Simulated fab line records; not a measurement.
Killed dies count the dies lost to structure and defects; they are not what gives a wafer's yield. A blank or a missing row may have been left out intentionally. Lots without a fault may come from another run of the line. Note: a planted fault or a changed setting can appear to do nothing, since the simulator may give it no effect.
fab line records	flow n5Finfet
record: lots: 7	wafers: 39
route steps=1938 shown BEOL_M0_SAQP@638 BEOL_M9@1446
startH: start of the lot's first displayed wafer, in hours after the record's first day	waitH: hours elapsed since this lot's preceding step	" same as the row above	L1.1+2: a single row standing in for several wafers	- no value, or no start was given	* or withheld: withheld	< > ~ a bound
route shown NAME@n: names a module that has steps shown in the file, with the first one's number in the route	usual: the fault-free wafers' mean and standard deviation	same: alike in all rows	chamber/n: place in a boat	sites: each site's reading	_std_site: how widely they spread, as a standard deviation	_edge_site: outer sites' mean less inner sites'	radiusMm: for every site, how far away it sits from the centre of the wafer	mask NAME#n: copy n	behind: the most recent tool/chamber to have shaped the wafer	hold: the reason the lot was held/the length of the hold in hours/how it ended	device: the transistor (n, p or np) that didn't switch	end of line: tests of these same wafers at the route's end	for a step that has no rows: nothing shown but its recipe	killed: not the wafer's yield, but the dies lost to structure and defects at the first sort	map: the dies of a wafer, with x for killed, . for not killed, _ for no die there
set.NAME: the run value of the setting; set.NAME@STEP: its run value at that earlier step	model.NAME: the simulator's own value behind a step, which no gauge read
lots with deliberately changed settings; one table per step, one row per wafer
== steps ==
step: N5_BEOL_M0_SAQP_PECVD_04
recipe: material: a-Si	targetThkA: 600	tempC: 350	precursor: SiH4/He	pressureTorr: 3	rfW: 100	timeS: 60.2
lot.wafer	tool	chamber	startH	waitH	set.timeS	model.a-Si_of_BEOL_M0_SAQP_PECVD_04.thkNm
L077.1	pecvd-02	0	123.06	0.0	60.2	59.6
L077.2+5	"	1,2	"	"	60.2	59
L077.3	"	2	"	"	60.2	59.2
L077.4	"	1	"	"	60.2	59.8
L077.6	"	0	"	"	60.2	60.2
L078.1	pecvd-03	1	132.56	0.0	60.2	59.6
L078.2	"	0	"	"	60.2	60
L078.3	"	2	"	"	60.2	60.2
L078.4	"	2	"	"	60.2	60.8
L078.5+6	"	0,1	"	"	60.2	60.4
L081.1	pecvd-03	0	147.48	0.0	60.2	59.4
L081.2	"	1	"	"	60.2	59
L081.3+4	"	0,1	"	"	60.2	60
L081.5	"	0	"	"	60.2	60.4
L081.6	"	1	"	"	60.2	60.2
L085.1	pecvd-03	2	177.15	0.0	60.2	59.8
L085.2	"	1	"	"	60.2	60.4
L085.4	"	0	"	"	60.2	61
L086.1	pecvd-02	1	181.13	0.0	84.6	83.2
L086.2+5	"	2	"	"	60.2	59.6
L086.3	"	0	"	"	60.2	59.2
L086.4	"	0	"	"	84.6	85.2
L086.6	"	1	"	"	84.6	85
L095.1+4	pecvd-01	2,1	235.72	0.0	60.2	60.2
L095.2	"	1	"	"	60.2	60
L095.3	"	0	"	"	89.44	89.2
L095.5	"	2	"	"	89.44	91
L095.6	"	0	"	"	89.44	90.2
L096.1	pecvd-01	1	244.96	0.0	60.2	59.2
L096.2	"	0	"	"	60.2	59.4
L096.3	"	2	"	"	60.2	59.6
L096.4	"	2	"	"	31.92	32.4
L096.5	"	0	"	"	31.92	31.6
L096.6	"	1	"	"	31.92	31.2
step: N5_BEOL_M0_SAQP_THK_MEAS_05
usual: thkNm: 60.3/0.73
lot.wafer	tool	chamber	startH	waitH	set.timeS@BEOL_M0_SAQP_PECVD_04	thkNm
L077.1	filmMetro-01	-	123.15	0.1	60.2	59.7
L077.2	"	-	"	"	60.2	58.9
L077.3	"	-	"	"	60.2	59.1
L077.4	"	-	"	"	60.2	59.6
L077.5	"	-	"	"	60.2	59.0
L077.6	"	-	"	"	60.2	60.2
L078.1	filmMetro-02	-	132.66	0.1	60.2	59.5
L078.2	"	-	"	"	60.2	59.9
L078.3	"	-	"	"	60.2	60.1
L078.4	"	-	"	"	60.2	60.7
L078.5	"	-	"	"	60.2	60.5
L078.6	"	-	"	"	60.2	60.3
L081.1	filmMetro-02	-	147.60	0.1	60.2	59.5
L081.2	"	-	"	"	60.2	58.9
L081.3	"	-	"	"	60.2	60.1
L081.4	"	-	"	"	60.2	59.9
L081.5	"	-	"	"	60.2	60.4
L081.6	"	-	"	"	60.2	60.1
L085.1	filmMetro-01	-	177.24	0.1	60.2	59.7
L085.2	"	-	"	"	60.2	60.3
L085.4	"	-	"	"	60.2	61.0
L086.1	filmMetro-01	-	181.24	0.1	84.6	83.1
L086.2	"	-	"	"	60.2	59.5
L086.3	"	-	"	"	60.2	59.3
L086.4	"	-	"	"	84.6	85.1
L086.5	"	-	"	"	60.2	59.6
L086.6	"	-	"	"	84.6	84.9
L095.1	filmMetro-01	-	235.82	0.1	60.2	60.2
L095.2	"	-	"	"	60.2	60.1
L095.3	"	-	"	"	89.44	89.1
L095.4	"	-	"	"	60.2	60.2
L095.5	"	-	"	"	89.44	90.9
L095.6	"	-	"	"	89.44	90.1
L096.1	filmMetro-01	-	245.06	0.1	60.2	59.2
L096.2	"	-	"	"	60.2	59.5
L096.3	"	-	"	"	60.2	59.7
L096.4	"	-	"	"	31.92	32.3
L096.5	"	-	"	"	31.92	31.6
L096.6	"	-	"	"	31.92	31.2
step: N5_BEOL_M0_SAQP_HM_DEP_111
recipe: material: SiO2	targetThkA: 120	tempC: 400	precursor: SiH4/N2O	pressureTorr: 0.75	rfW: 275	timeS: 7.2
step: N5_BEOL_M0_SAQP_COAT_81
recipe: resist: SOC	tempC: 250	timeS: 60	spinRpm: 1500	resistThkNm: 100
step: N5_BEOL_M0_SAQP_HM_OPEN_112
recipe: chemistry: CHF3/O2	target: SiO2	stopOn: a-Si	targetDepthA: 120	overEtchFrac: 1.25	maskMaterial: SOC	timeS: 13.5	pressureMtorr: 30	sourceW: 650	biasW: 170	Ar_flow_sccm: 200	CHF3_flow_sccm: 50	O2_flow_sccm: 5	ionEnergyEv: 200	ends: endPoint
step: N5_BEOL_M0_SAQP_STRIP_113
recipe: chemistry: CHF3/O2	resist: SiARC	rfFrequencyHz: 6e+07
step: N5_BEOL_M0_SAQP_MANDREL_ETCH_20
recipe: targetDepthA: 600	chemistry: HBr/Cl2	target: a-Si	stopOn: SiNx	btTimeS: 10	maskMaterial: SOC	overEtchFrac: 0.5	timeS: 30	pressureMtorr: 10	icpW: 800	biasW: 75	HBr_flow_sccm: 150	Cl2_flow_sccm: 80	ends: endPoint
usual: oesProductAu: 0.772/0.012
lot.wafer	tool	chamber	startH	waitH	set.timeS@BEOL_M0_SAQP_PECVD_04	oesProductAu	model.etch.depthNm
L077.1	rieSi-05	0	124.00	0.0	60.2	0.764	59.67
L077.2	"	2	"	"	60.2	0.771	58.9
L077.3	"	3	"	"	60.2	0.777	59.1
L077.4	"	1	"	"	60.2	0.742	59.71
L077.5	"	2	"	"	60.2	0.769	59.01
L077.6	"	3	"	"	60.2	0.777	60.29
L078.1	rieSi-03	0	133.38	0.0	60.2	0.763	59.53
L078.2	"	2	"	"	60.2	0.764	59.91
L078.3	"	3	"	"	60.2	0.774	60.03
L078.4	"	1	"	"	60.2	0.778	60.73
L078.5	"	3	"	"	60.2	0.771	60.42
L078.6	"	0	"	"	60.2	0.758	60.34
L081.1	rieSi-05	2	148.65	0.0	60.2	0.777	59.41
L081.2	"	0	"	"	60.2	0.756	58.91
L081.3	"	3	"	"	60.2	0.773	60.09
L081.4	"	1	"	"	60.2	0.757	59.95
L081.5	"	0	"	"	60.2	0.768	60.43
L081.6	"	3	"	"	60.2	0.773	60.02
L085.1	rieSi-03	3	177.97	0.0	60.2	0.760	59.72
L085.2	"	1	"	"	60.2	0.772	60.34
L085.4	"	0	"	"	60.2	0.758	60.98
L086.1	rieSi-06	3	182.09	0.0	84.6	0.934	83.12
L086.2	"	0	"	"	60.2	0.766	59.52
L086.3	"	2	"	"	60.2	0.775	59.21
L086.4	"	1	"	"	84.6	0.953	85.1
L086.5	"	3	"	"	60.2	0.768	59.52
L086.6	"	2	"	"	84.6	0.948	84.96
L095.1	rieSi-06	2	236.84	0.0	60.2	0.783	60.22
L095.2	"	0	"	"	60.2	0.782	60.04
L095.3	"	3	"	"	89.44	0.979	89.19
L095.4	"	1	"	"	60.2	0.777	60.23
L095.5	"	2	"	"	89.44	1.001	90.06
L095.6	"	1	"	"	89.44	0.981	88.44
L096.1	rieSi-05	3	245.90	0.0	60.2	0.779	59.22
L096.2	"	0	"	"	60.2	0.763	59.48
L096.3	"	1	"	"	60.2	0.755	59.65
L096.4	"	2	"	"	31.92	0.575	32.24
L096.5	"	2	"	"	31.92	0.573	31.52
L096.6	"	1	"	"	31.92	0.543	31.22
step: N5_BEOL_M9_TRENCH_ETCH_37
recipe: chemistry: C4F6/O2	targetDepthA: 1514.3	target: SiCOH_lowk	timeS: 49	ionEnergyEv: 250	pressureMtorr: 30	sourceW: 345	biasW: 185	Ar_flow_sccm: 300	C4F6_flow_sccm: 10	O2_flow_sccm: 10
lot.wafer	tool	chamber	startH	waitH	set.timeS	model.BEOL_M9.featureDepthNm	model.etch.depthNm	model.TiN_of_BEOL_M9_HM_DEP_02.thkNm
L077.1	rieDiel-04	1	-	-	26.17	82.2	82.26	17.4
L077.2	"	0	"	"	26.17	82	82.03	17.2
L077.3	"	3	"	"	49	154	154	15.6
L077.4	"	2	"	"	49	148	147.9	15.6
L077.5	"	2	"	"	49	148.2	148.2	15.8
L077.6	"	1	"	"	26.17	82.8	82.8	17.6
L078.1	rieDiel-02	0	-	-	49	149.8	149.7	15.6
L078.2	"	2	"	"	49	147.8	147.8	16
L078.3	"	1	"	"	49	152.2	152.2	15.6
L078.4	"	3	"	"	49	153	153.1	15.6
L078.5	"	1	"	"	49	152.8	152.8	15.4
L078.6	"	0	"	"	49	150.4	150.5	15.6
L081.1	rieDiel-02	3	-	-	49	156	156	15.2
L081.2	"	2	"	"	49	146.8	146.8	15.6
L081.3	"	0	"	"	40.52	125.6	125.5	16
L081.4	"	1	"	"	49	155	155.1	15.2
L081.5	"	2	"	"	40.52	123.8	123.7	16
L081.6	"	3	"	"	40.52	128.4	128.5	16
L085.1	rieDiel-02	3	-	-	49	154.4	154.4	15.8
L085.2	"	1	"	"	49	153.4	153.5	15.2
L085.4	"	2	"	"	49	146.2	146.3	15.8
L086.1	rieDiel-04	0	-	-	35.51	111.2	111.2	17.2
L086.2	"	2	"	"	49	147	147.1	15.8
L086.3	"	3	"	"	49	151.2	151.3	16
L086.4	"	1	"	"	35.51	113	113	16.8
L086.5	"	3	"	"	35.51	109.6	109.6	17.2
L086.6	"	0	"	"	49	152	152.1	16
L095.1	rieDiel-06	1	-	-	22.15	65.6	65.69	18.4
L095.2	"	3	"	"	49	144.6	144.7	16
L095.3	"	2	"	"	22.15	67.4	67.5	18.2
L095.4	"	0	"	"	49	154	154	16
L095.5	"	2	"	"	49	150.4	150.4	15.8
L095.6	"	3	"	"	22.15	65.4	65.42	18.6
L096.1	rieDiel-04	0	-	-	78.18	240.8	240.8	13.6
L096.2	"	2	"	"	49	149.8	149.8	15.8
L096.3	"	3	"	"	49	152	152	16.2
L096.4	"	1	"	"	78.18	248.6	248.7	13.2
L096.5	"	3	"	"	49	151.6	151.6	16.2
L096.6	"	2	"	"	78.18	239.2	239.2	13.4
step: N5_BEOL_M9_ETCH_41
recipe: chemistry: CH3F/O2	target: SiCN	targetDepthA: 366	taperDeg: 2	timeS: 70.1	ionEnergyEv: 120	maskMaterial: TiN	pressureMtorr: 30	sourceW: 395	biasW: 75	Ar_flow_sccm: 150	CH3F_flow_sccm: 30	O2_flow_sccm: 20
step: N5_BEOL_M9_STRIP_80
recipe: chemistry: N2/H2	timeS: 10	powerW: 450	tempC: 40	pressureMtorr: 20	rfFrequencyHz: 6e+07	biasPowerW: 7	n2FlowSccm: 200	h2FlowSccm: 200
step: N5_BEOL_M9_OCD_MEAS_38
usual: trenchDepthNm: 151/3.4
lot.wafer	tool	chamber	startH	waitH	set.timeS@BEOL_M9_TRENCH_ETCH_37	trenchDepthNm
L077.1	ocd-01	-	262.83	-	26.17	82
L077.2	"	-	"	"	26.17	82
L077.3	"	-	"	"	49	154
L077.4	"	-	"	"	49	148
L077.5	"	-	"	"	49	148
L077.6	"	-	"	"	26.17	83
L078.1	ocd-02	-	272.28	-	49	149
L078.2	"	-	"	"	49	148
L078.3	"	-	"	"	49	152
L078.4	"	-	"	"	49	153
L078.5	"	-	"	"	49	153
L078.6	"	-	"	"	49	151
L081.1	ocd-02	-	284.03	-	49	156
L081.2	"	-	"	"	49	147
L081.3	"	-	"	"	40.52	125
L081.4	"	-	"	"	49	155
L081.5	"	-	"	"	40.52	123
L081.6	"	-	"	"	40.52	129
L085.1	ocd-01	-	295.90	-	49	154
L085.2	"	-	"	"	49	154
L085.4	"	-	"	"	49	146
L086.1	ocd-02	-	324.38	-	35.51	112
L086.2	"	-	"	"	49	147
L086.3	"	-	"	"	49	151
L086.4	"	-	"	"	35.51	113
L086.5	"	-	"	"	35.51	109
L086.6	"	-	"	"	49	152
L095.1	ocd-02	-	371.26	-	22.15	66
L095.2	"	-	"	"	49	145
L095.3	"	-	"	"	22.15	68
L095.4	"	-	"	"	49	154
L095.5	"	-	"	"	49	150
L095.6	"	-	"	"	22.15	66
L096.1	ocd-01	-	371.34	-	78.18	241
L096.2	"	-	"	"	49	150
L096.3	"	-	"	"	49	151
L096.4	"	-	"	"	78.18	249
L096.5	"	-	"	"	49	152
L096.6	"	-	"	"	78.18	239
step: N5_BEOL_M9_HM_STRIP_39
recipe: chemistry: peroxideTinStrip	material: TiN	targetDepthA: 250	tempC: 50	timeS: 158
step: N5_BEOL_M9_SRD_40
recipe: timeS: 30	tempC: 23	rinseLiquid: diw	dry: ipaMarangoni
step: N5_BEOL_M9_ECD_50
recipe: material: Cu	targetThkA: 3180
step: N5_BEOL_M9_ANNEAL_51
recipe: tempC: 225	timeS: 90	ambient: N2
step: N5_BEOL_M9_CMP_52
recipe: stopOn: SiCOH_lowk	tOverpolishS: 7	downForcePsi: 1	platenRpm: 50	clearingPlatenDownForcePsi: 1.5	clearingPlatenRpm: 50	postCmpClean: cuAlkaline	targetThkNm: 140	clearingPlatenPadVelocityMS: 0.99484	padVelocityMS: 0.99484
lot.wafer	tool	chamber	startH	waitH	set.timeS@BEOL_M9_TRENCH_ETCH_37	model.Cu_of_BEOL_M9_ECD_50.thkNm
L077.2	cmp-01	2	266.35	0.2	26.17	68.6
L077.3	"	3	"	"	49	141
L077.1	"	0	"	"	26.17	69.8
L077.4	"	1	"	"	49	136.4
L077.5	"	2	"	"	49	135.2
L077.6	"	3	"	"	26.17	71.6
L078.1	cmp-02	3	274.34	0.3	49	139.2
L078.3	"	0	"	"	49	138.6
L078.4	"	1	"	"	49	141
L078.2	"	2	"	"	49	136.4
L078.5	"	3	"	"	49	140.8
L078.6	"	0	"	"	49	136.8
L081.2	cmp-01	1	286.77	0.2	49	135.8
L081.1+4	"	2,3	"	"	49	144.4
L081.3	"	0	"	"	40.52	113.8
L081.6	"	1	"	"	40.52	117.6
L081.5	"	2	"	"	40.52	111.8
L085.1	cmp-02	0	298.27	0.3	49	139.6
L085.4	"	1	"	"	49	133.8
L085.2	"	2	"	"	49	140.6
L086.4	cmp-03	3	326.68	0.1	35.51	102
L086.1	"	0	"	"	35.51	99.2
L086.3	"	1	"	"	49	139.4
L086.2	"	2	"	"	49	134.8
L086.6	"	3	"	"	49	141
L086.5	"	0	"	"	35.51	97.2
L095.2	cmp-03	3	373.71	0.2	49	134.8
L095.3	"	0	"	"	22.15	56.2
L095.1+6	"	1,0	"	"	22.15	55.2
L095.4	"	2	"	"	49	142.2
L095.5	"	3	"	"	49	141.2
L096.1	cmp-01	3	373.87	0.3	78.18	229.4
L096.4	"	0	"	"	78.18	237.2
L096.3	"	1	"	"	49	141.6
L096.2	"	2	"	"	49	137.8
L096.6	"	3	"	"	78.18	227.8
L096.5	"	0	"	"	49	140.6
step: N5_BEOL_M9_THK_MEAS_53
recipe: thkMeasGauge: xrf	reads: Cu_of_BEOL_M9_ECD_50
usual: M9_THK: 139/3.7
lot.wafer	tool	chamber	startH	waitH	set.timeS@BEOL_M9_TRENCH_ETCH_37	M9_THK[nm]
L077.1	filmMetro-02	-	266.64	-	26.17	69
L077.2	"	-	"	"	26.17	68
L077.3	"	-	"	"	49	141
L077.4	"	-	"	"	49	136
L077.5	"	-	"	"	49	135
L077.6	"	-	"	"	26.17	71
L078.1	filmMetro-01	-	274.63	-	49	141
L078.2	"	-	"	"	49	137
L078.3	"	-	"	"	49	140
L078.4	"	-	"	"	49	143
L078.5	"	-	"	"	49	142
L078.6	"	-	"	"	49	139
L081.1	filmMetro-02	-	287.07	-	49	147
L081.2	"	-	"	"	49	139
L081.3	"	-	"	"	40.52	115
L081.4	"	-	"	"	49	146
L081.5	"	-	"	"	40.52	113
L081.6	"	-	"	"	40.52	119
L085.1	filmMetro-02	-	298.53	-	49	139
L085.2	"	-	"	"	49	139
L085.4	"	-	"	"	49	134
L086.1	filmMetro-01	-	326.98	-	35.51	99
L086.2	"	-	"	"	49	134
L086.3	"	-	"	"	49	139
L086.4	"	-	"	"	35.51	102
L086.5	"	-	"	"	35.51	97
L086.6	"	-	"	"	49	140
L095.1	filmMetro-02	-	374.00	-	22.15	56
L095.2	"	-	"	"	49	136
L095.3	"	-	"	"	22.15	56
L095.4	"	-	"	"	49	144
L095.5	"	-	"	"	49	143
L095.6	"	-	"	"	22.15	56
L096.1	filmMetro-02	-	374.16	-	78.18	230
L096.2	"	-	"	"	49	139
L096.3	"	-	"	"	49	142
L096.4	"	-	"	"	78.18	238
L096.5	"	-	"	"	49	141
L096.6	"	-	"	"	78.18	228
step: N5_BEOL_M9_PRE_CLEAN_55
recipe: gas: NH3	timeS: 15	tempC: withheld	rfPowerW: 300
step: N5_BEOL_M9_DEP_56
recipe: material: SiCN	targetThkA: 150	tempC: withheld	precursor: 3MS/NH3	pressureTorr: 3	rfW: 202	timeS: 26.5
step: N5_BEOL_M9_RS_MEAS_57
recipe: thkMeasGauge: four-point-probe	reads: Cu_of_BEOL_M9_ECD_50+Co_of_BEOL_M9_CVD_78+TaN_of_BEOL_M9_ALD_74
usual: M9_RS: 0.152/0.0044
lot.wafer	tool	chamber	startH	waitH	set.timeS@BEOL_M9_TRENCH_ETCH_37	M9_RS[ohm/sq]
L077.1	filmMetro-01	-	266.78	0.1	26.17	0.336
L077.2	"	-	"	"	26.17	0.341
L077.3	"	-	"	"	49	0.150
L077.4	"	-	"	"	49	0.156
L077.5	"	-	"	"	49	0.157
L077.6	"	-	"	"	26.17	0.325
L078.1	filmMetro-02	-	274.78	0.1	49	0.152
L078.2	"	-	"	"	49	0.155
L078.3	"	-	"	"	49	0.153
L078.4	"	-	"	"	49	0.150
L078.5	"	-	"	"	49	0.150
L078.6	"	-	"	"	49	0.155
L081.1	filmMetro-01	-	287.20	0.1	49	0.146
L081.2	"	-	"	"	49	0.156
L081.3	"	-	"	"	40.52	0.190
L081.4	"	-	"	"	49	0.146
L081.5	"	-	"	"	40.52	0.194
L081.6	"	-	"	"	40.52	0.183
L085.1	filmMetro-02	-	298.66	0.1	49	0.151
L085.2	"	-	"	"	49	0.150
L085.4	"	-	"	"	49	0.158
L086.1	filmMetro-01	-	327.11	0.1	35.51	0.222
L086.2	"	-	"	"	49	0.157
L086.3	"	-	"	"	49	0.152
L086.4	"	-	"	"	35.51	0.215
L086.5	"	-	"	"	35.51	0.227
L086.6	"	-	"	"	49	0.150
L095.1	filmMetro-01	-	374.14	0.1	22.15	0.446
L095.2	"	-	"	"	49	0.157
L095.3	"	-	"	"	22.15	0.437
L095.4	"	-	"	"	49	0.148
L095.5	"	-	"	"	49	0.150
L095.6	"	-	"	"	22.15	0.446
L096.1	filmMetro-02	-	374.30	0.1	78.18	0.088
L096.2	"	-	"	"	49	0.153
L096.3	"	-	"	"	49	0.149
L096.4	"	-	"	"	78.18	0.085
L096.5	"	-	"	"	49	0.150
L096.6	"	-	"	"	78.18	0.089
== key ==
split: step: N5_BEOL_M0_SAQP_PECVD_04	setting: timeS	stated: 60.2	by: wafer
response: step: N5_BEOL_M0_SAQP_PECVD_04	reading: model.a-Si_of_BEOL_M0_SAQP_PECVD_04.thkNm	change: +0.607	per: 1%	r: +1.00
response: step: N5_BEOL_M0_SAQP_THK_MEAS_05	reading: thkNm	change: *	per: 1%	r: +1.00
response: step: N5_BEOL_M0_SAQP_MANDREL_ETCH_20	reading: oesProductAu	change: +0.00428	per: 1%	r: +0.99
response: step: N5_BEOL_M0_SAQP_MANDREL_ETCH_20	reading: model.etch.depthNm	change: +0.601	per: 1%	r: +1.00
split: step: N5_BEOL_M9_TRENCH_ETCH_37	setting: timeS	stated: 49	by: wafer
response: step: N5_BEOL_M9_TRENCH_ETCH_37	reading: model.BEOL_M9.featureDepthNm	change: +1.51	per: 1%	r: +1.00
response: step: N5_BEOL_M9_TRENCH_ETCH_37	reading: model.etch.depthNm	change: +1.51	per: 1%	r: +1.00
response: step: N5_BEOL_M9_TRENCH_ETCH_37	reading: model.TiN_of_BEOL_M9_HM_DEP_02.thkNm	change: -0.0427	per: 1%	r: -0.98
response: step: N5_BEOL_M9_OCD_MEAS_38	reading: trenchDepthNm	change: +1.51	per: 1%	r: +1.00
response: step: N5_BEOL_M9_CMP_52	reading: model.Cu_of_BEOL_M9_ECD_50.thkNm	change: +1.51	per: 1%	r: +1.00
response: step: N5_BEOL_M9_THK_MEAS_53	reading: M9_THK	change: +1.52	per: 1%	r: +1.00
response: step: N5_BEOL_M9_RS_MEAS_57	reading: M9_RS	shape: bent	atLowest: 0.443	atStated: 0.152	atHighest: 0.088
